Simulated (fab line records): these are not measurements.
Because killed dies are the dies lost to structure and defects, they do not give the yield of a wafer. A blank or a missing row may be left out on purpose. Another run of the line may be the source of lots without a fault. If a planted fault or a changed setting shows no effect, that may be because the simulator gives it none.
Lot-split experiment ; flow n5Finfet ; 21 wafers read from 7 lots, route of 1938 steps

ABOUT THE SPLIT
At N5_BEOL_M7_PECVD_70 (deposits SiO2 from TEOS/O2, target thk 20 nm, time 22.7 s), the setting tempC was moved away from the recipe's 400 C on 9 of the 21 wafers read, by -3.7% to +4.4%. All remaining wafers had this setting at the recipe value.

The reading comes from the split's own step.

THE READING
SiO2_of_BEOL_M7_PECVD_70.thkNm (the simulator's own value, which no gauge read), in nm, at N5_BEOL_M7_PECVD_70 (deposits SiO2 from TEOS/O2, target thk 20 nm, time 22.7 s). There is no usual value for it anywhere in the file. Across the 12 wafers here that went through the recipe, the average is 20.0 nm and the standard deviation 0.22 nm.

wafer;tool, chamber at the split;tempC as run, C;against the recipe;SiO2_of_BEOL_M7_PECVD_70.thkNm, nm;against lot-mates on the recipe
L080.1;pecvd-04, 0;414.6;+3.6%;17.8;-2.0
L080.4;pecvd-04, 0;414.6;+3.6%;17.8;-2.0
L080.6;pecvd-04, 0;400;recipe;19.8;-
L081.3;pecvd-04, 2;400;recipe;19.6;-
L081.4;pecvd-04, 1;400;recipe;20;-
L081.5;pecvd-04, 2;385.2;-3.7%;22.2;+2.4
L085.3;pecvd-03, 1;393.5;-1.6%;20.6;+0.6
L085.4;pecvd-03, 0;393.5;-1.6%;21.2;+1.2
L085.5;pecvd-03, 1;400;recipe;20;-
L089.2;pecvd-03, 1;417.7;+4.4%;17.4;-2.8
L089.4;pecvd-03, 0;417.7;+4.4%;17.6;-2.6
L089.5;pecvd-03, 1;400;recipe;20.2;-
L092.1;pecvd-04, 2;400;recipe;20;-
L092.4;pecvd-04, 1;387.9;-3.0%;21.8;+1.6
L092.6;pecvd-04, 2;400;recipe;20.4;-
L095.3;pecvd-02, 1,2;400;recipe;20.2;-
L095.4;pecvd-02, 1,2;400;recipe;20.2;-
L095.5;pecvd-02, 1;416.6;+4.2%;18;-2.2
L094.3;pecvd-03, 2,1;400;recipe;19.8;-
L094.4;pecvd-03, 2,1;400;recipe;19.8;-
L094.5;pecvd-03, 2;400;recipe;20.2;-
When a row names more than one chamber, that row covers several wafers, and the file does not tell which wafer ran in which chamber.

THE FIT
A straight line over all 21 wafers: SiO2_of_BEOL_M7_PECVD_70.thkNm changes by -0.569 nm for each +1% of tempC; r = -0.99; the points scatter about the line by 0.23 nm.
The same after taking each lot's own level away (the mean of its wafers on the recipe; 21 wafers): -0.579 nm for each +1%; r = -0.99; scatter 0.19 nm.
According to that fit, moving tempC by its largest amount changes the reading by 2.6 nm.
Measured against the standard deviation above, the lots' own levels, which go from 19.80 to 20.20 nm, span 1.8 times it.
Consequently the slope shifts little with the lot-to-lot level, the two slopes agreeing.
Check: for one of the wafers moved furthest among these (+4.4%), held out of the fit, the line's prediction against its lot-mates is -2.49 nm. Against them it came out at -2.8 nm.

ADDITIONAL SPLITS CARRIED BY THESE WAFERS
These wafers also went through other splits before the reading. Each is held against what the fit with the lots' levels taken away leaves over:
other split on the same wafers;wafers away from the commonest value;r with SiO2_of_BEOL_M7_PECVD_70.thkNm (lot level and that fit taken away)
N5_BEOL_M6_COAT_60 spinRpm;7;+0.37

FILE'S OWN FIT
SiO2_of_BEOL_M7_PECVD_70.thkNm changes by -0.576 nm for each +1% of tempC, r = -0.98.
